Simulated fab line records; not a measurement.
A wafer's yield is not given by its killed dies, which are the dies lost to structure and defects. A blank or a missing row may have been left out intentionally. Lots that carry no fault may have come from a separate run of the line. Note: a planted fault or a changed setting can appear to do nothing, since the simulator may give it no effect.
Comparing a struck lot with a sound one    flow n5-finfet    13 out of 1938 route steps
Sound: these wafers, L862.2, L862.4, L862.6. Wafers L860.2, L860.3, L860.5 were the ones struck. The cause is named last.
For every step that has rows: the tool of each side, followed by ch and its chambers, followed by its first start. Under that, the readings that differ: sound wafers    struck wafers    difference of the means    sigmas: that difference in standard deviations of wafers without a fault.
alike: a reading whose means differ by less than 2 such deviations, as well as words and numbers matching on both sides. not compared: withheld readings; readings where some wafer has no value; bounds like >300 that might hide an equal value; numbers whose values overlap and for which the record gives no deviation.
Wherever a step has rows on one side only, a row that says differs or no value, or a row with sigmas, the two part there. When numbers do not overlap yet have no deviation, they are printed without sigmas and do not part them. A reading missing from all wafers of one side parts the sides only when that side holds two or more wafers.

first, 9 steps without rows for these wafers: N5_HKMG_FIN_DEVELOP_11 (develop time 30 s); N5_HKMG_FIN_DESCUM_17 (chemistry O2, time 7.9 s); N5_HKMG_FIN_ETCH_31 (etches SiARC in CF4, target depth 45.5 nm, time 75.8 s); N5_HKMG_FIN_ETCH_32 (etches SOC in N2/H2, target depth 240 nm, time 300 s); N5_HKMG_FIN_STRIP_33 (strips in N2/H2); N5_HKMG_FIN_STRIP_34 (strips in CF4); N5_HKMG_FIN_ETCH_35 (etches SOC in N2/H2, target depth 215.8 nm, time 243.4 s); N5_HKMG_FIN_STRIP_92 (strips SOC in N2/H2, time 20 s); N5_HKMG_FIN_WET_ETCH_18 (etches TiN in SC1, time 55 s, target depth 5.2 nm, rinse time 30 s).
N5_HKMG_FIN_STRIP_19: strips in N2/H2, time 360 s.
  sound on plasma-asher-01 ch 0,1, day 8 22:37; struck on plasma-asher-01 ch 0,1, day 8 12:23
  no value came back on the struck wafers for drypump-motor-current-A (A), h2-flow-sccm (sccm), heater-power-w (W); on the sound wafers drypump-motor-current-A (A) reads 6.44 6.39 6.43
reading                                    sound  struck          difference  sigmas
model.SOC_of_HKMG_FIN_COAT_29.thk-nm (nm)  0 0 0  68.2 72.4 70.2  +70.3       
  not compared: rf-hours-counter-h
then, 1 step without rows for these wafers: N5_HKMG_FIN_ALD_91 (deposits TiN, target thk 1 nm, pulse time 1 s, purge time 3 s).
N5_BEOL_M4_RC_MEAS_101:
  the record has rows for the sound wafers here (prober-02 ch 0, day 14 10:11) and none for the struck ones
-- here the record skips 9 days between the struck wafers' starts before and after, leaving off in module BEOL_M4 and picking up in module PASSIVATION (first step shown: number 1936 of the route) --
N5_PASSIVATION_PROBE_49:
  struck on prober-01, day 17 23:56; sound on prober-02, day 19 02:51
reading                   sound           struck          difference  sigmas
defect-limited-yield (%)  90.1 92.1 93.1  0 0 0           -92         -66
killed-at-front-end       32 28 30        1109 1103 1109  +1077       +99 or more
killed-dies               117 93 82       1180 1180 1180  +1083       +64
killed-on-rim             12 11 14        152 152 152     +140        +40
killed-short              28 31 20        45 54 38        +19         +2
sort_bin_5_function (%)   7.2 4.7 4.2     95.9 95.2 96.4  +90.5       +98
sort_bin_6_memory (%)     2.6 2.4 1.7     3.6 4.2 3.5     +1.5        +2
sort-n-pass               1063 1087 1098  0 0 0           -1083       -64
sort-yield-pct (%)        90.1 92.1 93.1  0 0 0           -92         -66
  alike: killed_at_M0_to_M3, killed_at_M4_up, killed-at-contacts, killed-at-other, killed-open

WHERE THEY PART
Earliest at N5_HKMG_FIN_STRIP_19; latest, in this record, at N5_PASSIVATION_PROBE_49.

WHY: what had been put in by the simulator
At N5_HKMG_FIN_STRIP_19, the step was skipped entirely on plasma-asher-01 from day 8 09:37 on. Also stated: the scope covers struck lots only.
